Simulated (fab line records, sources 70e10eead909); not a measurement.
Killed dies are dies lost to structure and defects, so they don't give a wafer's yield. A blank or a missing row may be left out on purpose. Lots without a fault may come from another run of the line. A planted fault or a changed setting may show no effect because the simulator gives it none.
Chamber matching | flow nand_harc | NHARC_A_CHANNEL_FILL_D1_CMP_10 on cmp-01: 4 sister chambers
The step polishes, target thk 150 nm. 14 wafers are shown with their chamber, then 7 later ones without.

WAFERS WITH THEIR CHAMBER
wafer  | chamber | motor_current_A (A) | time_to_endpoint_s (s)
L075.2 | 1       | 12.2                | 14.1
L075.5 | 3       | 11.6                | 14.4
L075.6 | 2       | 12.3                | 17.0
L081.2 | 0       | 11.6                | 14.7
L081.3 | 3       | 12.4                | 11.5
L081.5 | 2       | 12.0                | 14.2
L079.2 | 3       | 12.0                | 15.3
L079.3 | 1       | 12.2                | 15.8
L079.4 | 2       | 12.6                | 17.0
L083.2 | 3       | 11.7                | 12.9
L083.3 | 2       | 12.1                | 13.8
L083.4 | 0       | 11.5                | 18.7
L085.2 | 0       | 11.1                | 18.2
L085.3 | 1       | 11.7                | 16.3

SIGNATURES (means of the wafers above)
reading            | chamber 0 | chamber 1 | chamber 2 | chamber 3 | scatter within a chamber
motor_current_A    | 11.400    | 12.033    | 12.250    | 11.925    | 0.301
time_to_endpoint_s | 17.200    | 15.400    | 15.500    | 13.525    | 1.72
Rule: a wafer's distance from a chamber is the root of the sum, over the readings, of the square of ((its reading less the chamber's mean) divided by the reading's scatter). The wafer belongs to the nearest chamber; if the next one is less than 2 further off, it can't be placed. The scatter: the root of (the sum of the squares of (reading less its chamber's mean) over the shown wafers, divided by (wafers less chambers)).

WAFERS WITHOUT THEIR CHAMBER
wafer  | motor_current_A (A) | time_to_endpoint_s (s)
L085.5 | 11.3                | 20.2
L097.1 | 12.2                | 17.6
L097.2 | 11.8                | 16.8
L097.4 | 11.3                | 22.2
L096.2 | 11.7                | 15.3
L096.3 | 13.0                | 15.5
L096.6 | 12.6                | 15.1

WHICH CHAMBER EACH WENT THROUGH
wafer  | from the rows above               | in truth
L085.5 | can't be placed: 0 or 1           | 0
L097.1 | can't be placed: 2 or 1 or 3 or 0 | 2
L097.2 | can't be placed: 1 or 0 or 2 or 3 | 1
L097.4 | can't be placed: 0 or 1           | 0
L096.2 | can't be placed: 1 or 3 or 0 or 2 | 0
L096.3 | can't be placed: 2 or 1 or 3      | 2
L096.6 | can't be placed: 2 or 1 or 3      | 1
Placed correctly: 0 of 7. Can't be placed from these rows: 7 (the true chamber is among the candidates in 7). Placed wrongly: 0.
